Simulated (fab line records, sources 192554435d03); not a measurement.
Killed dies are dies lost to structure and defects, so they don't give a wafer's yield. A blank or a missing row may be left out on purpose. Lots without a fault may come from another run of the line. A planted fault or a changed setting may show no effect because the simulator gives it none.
Split-lot experiment | flow n5_finfet | 7 lots, 21 wafers read, on a route of 1938 steps

THE SPLIT
At N5_BEOL_M6_COAT_22 (resist thk 30 nm), the setting spin_rpm was moved away from the recipe's 1500 rpm on 6 of the 21 wafers read, by -7.4% to +10.8%. The other wafers ran this setting at the recipe's value.

The reading is taken at the split's own step.

THE READING
CAR-EUV_of_BEOL_M6_COAT_22.thk_nm (the simulator's own value, which no gauge read), in nm, at N5_BEOL_M6_COAT_22 (resist thk 30 nm). The file gives no usual value for it. The 15 wafers here that ran the recipe average 30.0 nm, standard deviation 0.12 nm.

wafer  | tool, chamber at the split | spin_rpm as run, rpm | against the recipe | CAR-EUV_of_BEOL_M6_COAT_22.thk_nm, nm | against lot-mates on the recipe
L077.1 | litho_track-02, 0          | 1500                 | recipe             | 29.8                                  | -
L077.5 | litho_track-02, 0          | 1500                 | recipe             | 29.8                                  | -
L077.6 | litho_track-02, 0          | 1500                 | recipe             | 29.8                                  | -
L084.2 | litho_track-04, 0          | 1500                 | recipe             | 30                                    | -
L084.6 | litho_track-04, 0          | 1500                 | recipe             | 30                                    | -
L084.5 | litho_track-04, 0          | 1500                 | recipe             | 30.2                                  | -
L086.2 | litho_track-02, 0          | 1500                 | recipe             | 30                                    | -
L086.6 | litho_track-02, 0          | 1500                 | recipe             | 30                                    | -
L086.5 | litho_track-02, 0          | 1500                 | recipe             | 29.8                                  | -
L087.1 | litho_track-05, 0          | 1500                 | recipe             | 30                                    | -
L087.4 | litho_track-05, 0          | 1500                 | recipe             | 30                                    | -
L087.3 | litho_track-05, 0          | 1500                 | recipe             | 30.2                                  | -
L090.1 | litho_track-05, 0          | 1389                 | -7.4%              | 31.2                                  | no lot-mate on the recipe
L090.4 | litho_track-05, 0          | 1389                 | -7.4%              | 31.2                                  | no lot-mate on the recipe
L090.3 | litho_track-05, 0          | 1389                 | -7.4%              | 31                                    | no lot-mate on the recipe
L094.2 | litho_track-04, 0          | 1610                 | +7.3%              | 29                                    | -1.0
L094.5 | litho_track-04, 0          | 1610                 | +7.3%              | 29                                    | -1.0
L094.4 | litho_track-04, 0          | 1500                 | recipe             | 30                                    | -
L096.2 | litho_track-04, 0          | 1662                 | +10.8%             | 28.6                                  | -1.4
L096.5 | litho_track-04, 0          | 1500                 | recipe             | 30                                    | -
L096.6 | litho_track-04, 0          | 1500                 | recipe             | 30                                    | -

THE FIT
A straight line over all 21 wafers: CAR-EUV_of_BEOL_M6_COAT_22.thk_nm changes by -0.141 nm for each +1% of spin_rpm; r = -0.98; the points scatter about the line by 0.13 nm.
The same after taking each lot's own level away (the mean of its wafers on the recipe; 18 wafers): -0.133 nm for each +1%; r = -0.99; scatter 0.072 nm.
On that fit, the largest move of spin_rpm shifts the reading by 1.4 nm.
The lots' own levels span 29.80 to 30.07 nm, that is 2.2 times the standard deviation above.
So the lot-to-lot level changes the slope little: the two slopes agree.
Check: with one of the wafers moved furthest among these (+10.8%) left out of the fit, the line predicts -1.47 nm for it against its lot-mates. It came out at -1.4 nm against them.

OTHER SPLITS ON THESE WAFERS
These wafers also went through other splits before the reading. Each is held against what the fit with the lots' levels taken away leaves over:
other split on the same wafers     | wafers away from the commonest value | r with CAR-EUV_of_BEOL_M6_COAT_22.thk_nm (lot level and that fit taken away)
N5_BEOL_M1_EXPOSE_08 dose_mj       | 7                                    | -0.16
N5_BEOL_M3_ETCH_70 time_s          | 9                                    | +0.03
N5_BEOL_M4_TRENCH_ETCH_37 source_w | 8                                    | +0.06
N5_BEOL_M5_COAT_71 spin_rpm        | 8                                    | -0.22
N5_BEOL_M6_COAT_63 spin_rpm        | 5                                    | -0.15

THE FILE'S OWN FIT
CAR-EUV_of_BEOL_M6_COAT_22.thk_nm changes by -0.132 nm for each +1% of spin_rpm, r = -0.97.
